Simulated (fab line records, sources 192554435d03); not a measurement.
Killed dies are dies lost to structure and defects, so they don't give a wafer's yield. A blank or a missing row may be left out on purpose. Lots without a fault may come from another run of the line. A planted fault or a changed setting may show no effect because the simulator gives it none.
A struck lot beside a sound one | flow n5_finfet | 25 steps out of a route of 1938
Sound: wafers L799.1, L799.3, L799.5. Struck: wafers L806.2, L806.5, L806.6. The cause comes at the end.
At each step with rows: each side's tool, then ch and its chambers, then its first start. Under that, the readings that differ: sound wafers | struck wafers | difference of the means | sigmas: that difference in standard deviations of wafers without a fault.
alike: readings whose means differ by less than 2 such deviations, and words and numbers that are the same on both sides. not compared: withheld readings, readings that some wafer has no value for, bounds like >300 that may hide the same value, and numbers for which the record gives no deviation and whose values overlap.
The two part at a step that has a row with sigmas, a row that says differs or no value, or rows on one side only. Numbers that don't overlap but have no deviation are shown without sigmas and don't part them. A reading that every wafer of one side lacks parts them only if that side has two wafers or more.

N5_BEOL_M10_THK_MEAS_53: measures by xrf.
  sound on film_metro-02, day 13 03:59; struck on film_metro-01, day 14 14:34
  alike: M10_THK
then, 1 step without rows for these wafers: N5_BEOL_M10_PRE_CLEAN_55 (time 15 s).
N5_BEOL_M10_DEP_56: deposits SiCN from 3MS/NH3, target thk 15 nm, time 26.5 s.
  sound on pecvd-03 ch 0,2, day 13 04:04; struck on pecvd-03 ch 0,2, day 14 14:37
  alike: showerhead_plenum_p_Torr, throttle_valve_pct
N5_BEOL_M10_RS_MEAS_57: measures by four-point-probe.
  sound on film_metro-01, day 13 04:08; struck on film_metro-01, day 14 14:42
  alike: M10_RS
N5_BEOL_M10_INSPECT_58: inspects for defects (darkfield).
  sound on defect_inspect-01, day 13 04:09; struck on defect_inspect-01, day 14 14:43
  alike: raw_defect_count
N5_BEOL_M11_ILD_DEP_00: deposits SiCOH lowk from DEMS/porogen, target thk 308.51 nm, time 58 s.
  sound on pecvd-01 ch 1,2, day 13 04:11; struck on pecvd-01 ch 0,1, day 14 14:46
  alike: heater_power_w, showerhead_plenum_p_Torr, throttle_valve_pct
N5_BEOL_M11_CURE_71: cures SiCOH lowk, time 240 s.
  sound on uv_cure-01 ch 0, day 13 04:16; struck on uv_cure-02 ch 1, day 14 14:56
  alike: lamp_power_pct, wafer_temp_C_max
N5_BEOL_M11_THK_MEAS_01:
  sound on film_metro-02, day 13 04:47; struck on film_metro-02, day 14 15:23
  alike: M11_ILD_THK
N5_BEOL_M11_PECVD_70: deposits SiO2 from TEOS/O2, target thk 20 nm, time 22.7 s.
  sound on pecvd-01 ch 0,1, day 13 04:49; struck on pecvd-02 ch 0,1,2, day 14 15:25
  alike: heater_power_w, showerhead_plenum_p_Torr, throttle_valve_pct
then, 3 steps without rows for these wafers: N5_BEOL_M11_HM_DEP_02 (deposits TiN, target thk 20 nm); N5_BEOL_M11_COAT_59 (time 60 s, resist thk 100 nm); N5_BEOL_M11_COAT_60 (time 60 s, resist thk 30 nm).
N5_BEOL_M11_COAT_05: resist thk 90 nm.
  sound on litho_track-05 ch 0, day 13 06:00; struck on litho_track-03 ch 0, day 14 16:15
  reading                                       | sound                | struck               | difference | sigmas
  spin_speed_rpm (rpm)                          | 1498.5 1500.0 1500.4 | 1471.4 1472.6 1472.5 | -27.5      | -27
  model.CAR-ArF_of_BEOL_M11_COAT_05.thk_nm (nm) | 90.2 90 90           | 91 90.6 90.6         | +1         |
then, 5 steps without rows for these wafers: N5_BEOL_M11_EBR_07; N5_BEOL_M11_SOFTBAKE_06 (time 60 s); N5_BEOL_M11_EXPOSE_08 (exposes mask M11); N5_BEOL_M11_PEB_09 (peb time 60 s); N5_BEOL_M11_DEVELOP_10 (develop time 30 s).
N5_BEOL_M11_CD_MEAS_11: target cd 64.1 nm.
  sound on cd_sem-03 ch 0, day 13 06:22; struck on cd_sem-02 ch 0, day 14 16:37
  alike: cd_nm
N5_BEOL_M11_OVL_MEAS_12:
  sound on overlay-02 ch 0, day 13 06:23; struck on overlay-02 ch 0, day 14 16:39
  alike: M11_OVL
N5_BEOL_M11_INSPECT_13: inspects for defects (brightfield).
  sound on defect_inspect-01, day 13 06:25; struck on defect_inspect-02, day 14 16:40
  alike: raw_defect_count
N5_BEOL_M11_DESCUM_16: chemistry O2, time 7.9 s.
  sound on rie_diel-02 ch 2,3, day 13 06:27; struck on rie_diel-02 ch 0,2,3, day 14 16:44
  alike: drypump_motor_current_A, oes_product_au, rf_vpp_V, showerhead_plenum_p_Torr, temp_c, throttle_valve_pct
  not compared: rf_hours_counter_h
N5_BEOL_M11_ETCH_61: etches SiARC in CF4, target depth 39 nm, time 65 s.
  sound on rie_diel-02 ch 2,3, day 13 06:29; struck on rie_diel-02 ch 0,2,3, day 14 16:46
  reading                                       | sound          | struck     | difference | sigmas
  model.CAR-ArF_of_BEOL_M11_COAT_05.thk_nm (nm) | 55.8 55.4 55.4 | 56.4 56 56 | +0.6       |
  alike: drypump_motor_current_A, etch_rf_on_time_s, oes_product_au, rf_vpp_V, showerhead_plenum_p_Torr, throttle_valve_pct
  not compared: rf_hours_counter_h
then, 1 step without rows for these wafers: N5_BEOL_M11_ETCH_62 (etches SOC in N2/H2, target depth 110 nm, overetch 22 nm, time 165 s).
N5_PASSIVATION_PROBE_49:
  the record has rows for the sound wafers here (prober-01, day 15 04:45) and none for the struck ones

WHERE THEY PART
First at N5_BEOL_M11_COAT_05; last, within this record, at N5_PASSIVATION_PROBE_49.

WHY: what the simulator had put in
Process parameter drift: litho_track-03, from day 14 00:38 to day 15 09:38, at N5_BEOL_M11_COAT_05. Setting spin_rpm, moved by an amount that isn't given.
